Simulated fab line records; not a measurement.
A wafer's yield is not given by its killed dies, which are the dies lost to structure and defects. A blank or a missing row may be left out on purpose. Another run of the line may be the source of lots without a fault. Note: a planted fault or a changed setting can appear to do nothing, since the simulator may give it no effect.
Which tool was responsible? | flow nand harc | Sampling: 6 lots, 18 wafers, 5 of 1159 route steps

== WHAT EACH GAUGE READ, for each wafer ==
NHARC_END_SORT_01.
lot  | measured     | on        | killed at array
L510 | day 19 19:05 | prober-02 | 23 27 24
L512 | day 20 03:46 | prober-02 | 31 18 26
L520 | day 21 18:31 | prober-01 | 27 31 26
L527 | day 23 21:23 | prober-01 | 24 21 17
L532 | day 25 15:06 | prober-02 | 23 27 21

== TOOL THAT RAN EACH LOT (tool first, then ch and the chambers of the sampled wafers, then the start) ==
lot  | NHARC_P_STI_ETCH_42               | NHARC_P_STI_ETCH_15             | NHARC_P_GATE_HM_DEP_102       | NHARC_P_GATE_ETCH_104
L510 | rie diel-05 ch 0,1,2, day 2 15:59 | rie si-01 ch 0,3, day 2 16:10   | acl dep-03 ch 0, day 4 18:47  | rie diel-11 ch 1,2,3, day 4 20:24
L512 | rie diel-05 ch 1,2,3, day 3 04:10 | rie si-03 ch 0,1,2, day 3 04:22 | acl dep-01 ch 0, day 5 11:11  | rie diel-10 ch 0,1,2, day 5 12:34
L514 | rie diel-09 ch 0,3, day 3 17:17   | rie si-03 ch 1,2,3, day 3 17:30 | acl dep-02 ch 0, day 6 00:55  | rie diel-10 ch 0,2,3, day 6 03:34
L520 | rie diel-06 ch 0,1, day 5 04:55   | rie si-01 ch 0,1,3, day 5 05:07 | acl dep-02 ch 0, day 7 11:22  | rie diel-11 ch 2,3, day 7 15:18
L527 | rie diel-05 ch 0,2,3, day 7 05:46 | rie si-03 ch 0,1,3, day 7 05:57 | acl dep-02 ch 0, day 9 10:52  | rie diel-08 ch 0,1, day 9 12:17
L532 | rie diel-05 ch 0,1, day 8 07:02   | rie si-06 ch 0,2,3, day 8 07:16 | acl dep-02 ch 0, day 10 10:02 | rie diel-08 ch 1,2, day 10 11:32
- NHARC_P_STI_ETCH_42: etches the open film in N2/H2, target depth 80 nm, overetch 24 nm, time 61 s.
- NHARC_P_STI_ETCH_15: etches the open film in HBr/Cl2, target depth 300 nm, time 100.1 s.
- NHARC_P_GATE_HM_DEP_102: deposits aC, target thk 120 nm.
- NHARC_P_GATE_ETCH_104: etches the open film in CF4/CHF3, target depth 60 nm.

== THE ANSWER, worked out from the rows above alone ==
Rule: what is usual is taken from the lots themselves. The widest of any qualifying gaps counts: lots, ordered by their means at a reading, are off when they make up no more than a third of the lots, leave a main group of 4 or more, and stand apart from it by 3 or more times the standard deviation of that group's means. A main group is skipped when, at the precision printed for the reading in the tables above, its means are all equal. Also off: a lot with no number at a reading for which 4 or more lots have one. All remaining lots with rows at the step are treated as sound.
No lot is off at any reading shown: from this, nothing can be told.

== WHAT WAS PUT IN BY THE SIMULATOR ==
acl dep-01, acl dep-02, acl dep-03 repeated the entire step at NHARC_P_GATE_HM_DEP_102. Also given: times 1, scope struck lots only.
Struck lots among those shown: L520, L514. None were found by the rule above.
